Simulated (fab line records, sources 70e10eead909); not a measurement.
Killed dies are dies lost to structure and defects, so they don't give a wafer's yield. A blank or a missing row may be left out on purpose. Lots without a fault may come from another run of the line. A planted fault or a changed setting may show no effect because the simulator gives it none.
A struck lot beside a sound one | flow nand_harc | 15 steps out of a route of 1159
Sound: wafers L938.1, L938.3, L938.5. Struck: wafers L949.1, L949.2, L949.6. The cause comes at the end.
At each step with rows: each side's tool, then ch and its chambers, then its first start. Under that, the readings that differ: sound wafers | struck wafers | difference of the means | sigmas: that difference in standard deviations of wafers without a fault.
alike: readings whose means differ by less than 2 such deviations, and words and numbers that are the same on both sides. not compared: withheld readings, readings that some wafer has no value for, bounds like >300 that may hide the same value, and numbers for which the record gives no deviation and whose values overlap.
The two part at a step that has a row with sigmas, a row that says differs or no value, or rows on one side only. Numbers that don't overlap but have no deviation are shown without sigmas and don't part them. A reading that every wafer of one side lacks parts them only if that side has two wafers or more.

first, 7 steps without rows for these wafers: NHARC_P_M2_COAT_34 (time 65 s); NHARC_P_M2_COAT_03 (resist thk 90 nm); NHARC_P_M2_SOFTBAKE_04 (time 55 s); NHARC_P_M2_EBR_05; NHARC_P_M2_EXPOSE_06 (exposes mask P M2, target cd 170 nm); NHARC_P_M2_PEB_07 (peb time 65 s); NHARC_P_M2_DEVELOP_08 (develop time 35 s).
NHARC_P_M2_CD_MEAS_09: target cd 170 nm.
  sound on cd_sem-02 ch 0, day 6 20:08; struck on cd_sem-03 ch 0, day 9 17:05
  alike: cd_nm
NHARC_P_M2_OVL_MEAS_10: pitch 340 nm.
  sound on overlay-01, day 6 20:14; struck on overlay-02, day 9 17:10
  reading           | sound       | struck         | difference | sigmas
  overlay_y_nm (nm) | 1.3 1.0 1.2 | -0.4 -0.7 -0.8 | -1.8       | -2
  alike: overlay_x_nm
NHARC_P_M2_INSPECT_11:
  sound on defect_inspect-02, day 6 20:16; struck on defect_inspect-02, day 9 17:13
  alike: raw_defect_count
NHARC_P_M2_DESCUM_14: chemistry O2, time 3 s.
  sound on rie_diel-09 ch 0,2,3, day 6 20:19; struck on rie_diel-05 ch 0,1,3, day 9 17:17
  alike: drypump_motor_current_A, oes_product_au, rf_vpp_V, showerhead_plenum_p_Torr, throttle_valve_pct
  not compared: rf_hours_counter_h
NHARC_P_M2_ETCH_35: etches the open film in N2/H2, target depth 40 nm, overetch 12 nm, time 43.94 s.
  sound on rie_diel-09 ch 0,1, day 6 20:25; struck on rie_diel-05 ch 0,3, day 9 17:22
  alike: drypump_motor_current_A, oes_product_au, rf_vpp_V, run_length_s, showerhead_plenum_p_Torr, throttle_valve_pct
  not compared: rf_hours_counter_h
NHARC_P_M2_ETCH_15: etches the open film in C4F8/Ar, target depth 182.5 nm, time 91.2 s.
  sound on rie_diel-09 ch 0,1,3, day 6 20:30; struck on rie_diel-05 ch 0,1,3, day 9 17:27
  reading          | sound             | struck            | difference | sigmas
  run_length_s (s) | 113.2 112.4 112.5 | 104.8 105.6 105.2 | -7.5       | -20
  alike: oes_product_au, rf_vpp_V
  not compared: rf_hours_counter_h
NHARC_P_M2_CD_MEAS_16:
  sound on cd_sem-02, day 6 20:38; struck on cd_sem-03, day 9 17:35
  alike: cd_nm
-- the record jumps here: 13 days lie between the struck wafers' starts before and after (it left off in module P_M2 and takes up again in module END, whose first step shown is number 1159 of the route) --
NHARC_END_SORT_01:
  the record has rows for the struck wafers here (prober-01 ch 0, day 22 10:04) and none for the sound ones

WHERE THEY PART
First at NHARC_P_M2_OVL_MEAS_10; last, within this record, at NHARC_END_SORT_01.

WHY: what the simulator had put in
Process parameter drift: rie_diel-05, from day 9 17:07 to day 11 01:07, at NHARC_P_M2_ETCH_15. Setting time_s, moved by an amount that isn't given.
